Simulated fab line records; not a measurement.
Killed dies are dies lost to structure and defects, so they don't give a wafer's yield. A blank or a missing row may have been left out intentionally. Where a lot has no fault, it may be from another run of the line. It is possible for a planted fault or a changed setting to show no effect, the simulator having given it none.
Chamber matching | flow n5Finfet | N5_DUMMY_GATE_ETCH_37 on rieDiel-04 has 4 sister chambers
The step etches SOC in N2/H2, target depth 60 nm, overetch 30 nm. 27 wafers are shown with their chamber, then 12 later ones without.

WAFERS PAIRED WITH THEIR CHAMBERS
wafer  | chamber | drypumpMotorCurrentA (A) | showerheadPlenumPTorr (Torr) | throttleValvePct (%)
L075.3 | 1       | 6.3                      | 2.62                         | 18.29
L075.4 | 0       | 5.7                      | 2.56                         | 17.60
L075.6 | 1       | 6.3                      | 2.62                         | 18.29
L076.1 | 2       | 5.9                      | 2.50                         | 18.00
L076.5 | 2       | 5.9                      | 2.50                         | 18.00
L076.6 | 1       | 6.4                      | 2.62                         | 18.30
L078.1 | 3       | 5.2                      | 2.61                         | 17.68
L078.2 | 2       | 5.9                      | 2.50                         | 18.01
L078.4 | 0       | 5.7                      | 2.56                         | 17.63
L079.4 | 2       | 5.9                      | 2.50                         | 18.03
L079.5 | 0       | 5.7                      | 2.56                         | 17.61
L079.6 | 3       | 5.3                      | 2.61                         | 17.69
L081.2 | 3       | 5.2                      | 2.61                         | 17.69
L081.5 | 0       | 5.7                      | 2.55                         | 17.62
L081.6 | 3       | 5.2                      | 2.61                         | 17.69
L082.4 | 3       | 5.2                      | 2.61                         | 17.68
L082.5 | 1       | 6.3                      | 2.61                         | 18.32
L082.6 | 0       | 5.7                      | 2.55                         | 17.63
L084.2 | 1       | 6.3                      | 2.61                         | 18.32
L084.3 | 0       | 5.7                      | 2.55                         | 17.64
L084.6 | 1       | 6.3                      | 2.61                         | 18.33
L086.3 | 2       | 5.9                      | 2.50                         | 17.60
L086.4 | 1       | 6.4                      | 2.60                         | 18.34
L086.5 | 0       | 5.7                      | 2.55                         | 17.66
L088.3 | 2       | 5.9                      | 2.49                         | 17.59
L088.4 | 3       | 5.2                      | 2.60                         | 17.73
L088.5 | 1       | 6.4                      | 2.60                         | 18.34

SIGNATURES (averages over the wafers above)
reading               | chamber 0 | chamber 1 | chamber 2 | chamber 3 | scatter within a chamber
drypumpMotorCurrentA  | 5.700     | 6.338     | 5.900     | 5.217     | 0.0343
showerheadPlenumPTorr | 2.5543    | 2.6113    | 2.4983    | 2.6083    | 0.00599
throttleValvePct      | 17.6271   | 18.3163   | 17.8717   | 17.6933   | 0.102
Rule: for a wafer and a chamber, the distance is found by dividing, reading by reading, the gap between the wafer's reading and the chamber's mean by the reading's scatter, squaring, summing and taking the root. The wafer belongs to the nearest chamber; if the next one is less than 2 further off, it can't be placed. How the scatter is found: for the shown wafers, subtract from each reading the mean of its chamber, square and add these, divide the total by (wafers less chambers), then take the root.

WAFERS MISSING THEIR CHAMBER
wafer  | drypumpMotorCurrentA (A) | showerheadPlenumPTorr (Torr) | throttleValvePct (%)
L091.2 | 5.2                      | 2.60                         | 17.72
L091.3 | 6.4                      | 2.60                         | 18.36
L091.4 | 5.9                      | 2.49                         | 17.61
L092.2 | 5.2                      | 2.60                         | 17.74
L092.5 | 5.9                      | 2.49                         | 17.60
L092.6 | 6.3                      | 2.60                         | 18.36
L093.1 | 5.7                      | 2.54                         | 17.68
L093.3 | 5.9                      | 2.49                         | 17.61
L093.4 | 6.4                      | 2.60                         | 18.35
L096.3 | 6.3                      | 2.60                         | 18.37
L096.4 | 5.9                      | 2.49                         | 17.63
L096.5 | 5.9                      | 2.49                         | 17.64

EACH ONE'S CHAMBER
wafer  | from the rows above | in truth
L091.2 | 3                   | 3
L091.3 | 1                   | 1
L091.4 | 2                   | 2
L092.2 | 3                   | 3
L092.5 | 2                   | 2
L092.6 | 1                   | 1
L093.1 | 0                   | 0
L093.3 | 2                   | 2
L093.4 | 1                   | 1
L096.3 | 1                   | 1
L096.4 | 2                   | 2
L096.5 | 2                   | 2
Correct placement for 12 of the 12. From these rows, 0 cannot be placed. Wrongly placed: 0.
